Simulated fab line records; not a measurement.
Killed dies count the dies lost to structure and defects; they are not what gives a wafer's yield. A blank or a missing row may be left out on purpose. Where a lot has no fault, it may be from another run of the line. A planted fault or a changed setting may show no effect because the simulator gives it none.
Split-lot trial ; flow n5 finfet ; 21 wafers read from 7 lots, route of 1938 steps

== SPLIT DETAILS ==
At N5_BEOL_M4_TRENCH_ETCH_37 (etches SiOC in C4F6/O2, target depth 55.555 nm, time 29.2 s), the setting time s was moved away from the recipe's 29.2 s on 7 of the 21 wafers read, by -9.5% to +20.4%. The other wafers ran this setting at the recipe's value.

== FROM THE SPLIT TO THE READING: what the file shows between them, 2 steps ==
- N5_BEOL_M4_ETCH_41: etches SiCN in CH3F/O2, target depth 29.9 nm, time 52.5 s
- N5_BEOL_M4_STRIP_97: strips in N2/H2, time 10 s

== THE READING ==
trench depth nm, in nm, at N5_BEOL_M4_OCD_MEAS_38. Typical for fault-free wafers on this fab line: 55.5 nm, with standard deviation 1.1 nm.

wafer;tool, chamber at the split;time s as run, s;against the recipe;trench depth nm, nm;against lot-mates on the recipe
L077.1;rie diel-04, 1;29.2;recipe;56.4;-
L077.2;rie diel-04, 2;33.98;+16.4%;63.3;+6.9
L077.3;rie diel-04, 3;33.98;+16.4%;64.2;+7.8
L081.1;rie diel-02, 1;29.2;recipe;54.6;-
L081.4;rie diel-02, 0;29.2;recipe;56.3;-
L081.5;rie diel-02, 3;35.17;+20.4%;68.0;+12.5
L084.4;rie diel-06, 1;29.2;recipe;54.2;-
L084.5;rie diel-06, 3;29.2;recipe;54.1;-
L084.6;rie diel-06, 2;33.73;+15.5%;64.2;+10.0
L086.1;rie diel-04, 0;33.27;+13.9%;62.7;+6.0
L086.3;rie diel-04, 2;29.2;recipe;55.7;-
L086.5;rie diel-04, 1;29.2;recipe;57.8;-
L088.4;rie diel-06, 2;26.43;-9.5%;49.9;-5.3
L088.5;rie diel-06, 3;29.2;recipe;55.2;-
L088.6;rie diel-06, 0;26.43;-9.5%;52.0;-3.2
L091.1;rie diel-06, 2;29.2;recipe;55.6;-
L091.2;rie diel-06, 3;29.2;recipe;55.7;-
L091.5;rie diel-06, 2;29.2;recipe;55.1;-
L094.1;rie diel-06, 2;29.2;recipe;56.0;-
L094.3;rie diel-06, 1;29.2;recipe;57.3;-
L094.5;rie diel-06, 1;29.2;recipe;57.2;-

THE FIT
A straight line over all 21 wafers: trench depth nm changes by +0.528 nm for each +1% of time s; r = +0.97; the points scatter about the line by 1.1 nm.
The same after taking each lot's own level away (the mean of its wafers on the recipe; 21 wafers): +0.517 nm for each +1%; r = +0.97; scatter 1 nm.
According to that fit, moving time s by its largest amount changes the reading by 11 nm.
The span of the lots' own levels, 54.15 to 56.83 nm, comes to 2.4 times the standard deviation stated above.
Hence the lot-to-lot level has little effect on the slope; both slopes agree.
Check: +9.97 nm against its lot-mates is what the line predicts for one of the wafers moved furthest among these (+20.4%) when that wafer is left out of the fit. Against them it came out at +12.5 nm.

== ADDITIONAL SPLITS CARRIED BY THESE WAFERS ==
Other splits were also applied to these wafers ahead of the reading. Each is held against what the fit with the lots' levels taken away leaves over:
other split on the same wafers;wafers away from the commonest value;r with trench depth nm (lot level and that fit taken away)
N5_BEOL_M1_ILD_DEP_00 time s;11;-0.59
N5_BEOL_M2_ALD_98 ald cycles;4;-0.14
N5_BEOL_M2_TRENCH_ETCH_37 time s;10;+0.00
N5_BEOL_M2_SPUTTER_86 time s;3;+0.17
N5_BEOL_M3_EXPOSE_25 dose mj;6;+0.14
N5_BEOL_M3_ETCH_70 source w;6;-0.04
N5_BEOL_M4_ETCH_70 source w;8;-0.47

== THE WHOLE CHAIN: every reading that the file lists as answering this split, in the file's order ==
step;what it does;reading;change (the file's fit);r (the file's)
N5_BEOL_M4_TRENCH_ETCH_37;etches SiOC in C4F6/O2, target depth 55.555 nm, time 29.2 s;BEOL_M4.feature depth nm (the simulator's own value, which no gauge read);+0.55 nm for each +1% of the setting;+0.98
N5_BEOL_M4_TRENCH_ETCH_37;etches SiOC in C4F6/O2, target depth 55.555 nm, time 29.2 s;etch.depth nm (the simulator's own value, which no gauge read);+0.548 nm for each +1% of the setting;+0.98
N5_BEOL_M4_OCD_MEAS_38;;trench depth nm;+0.54 nm for each +1% of the setting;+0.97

== THE FILE'S OWN FIT ==
trench depth nm changes by +0.54 nm for each +1% of time s, r = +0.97.
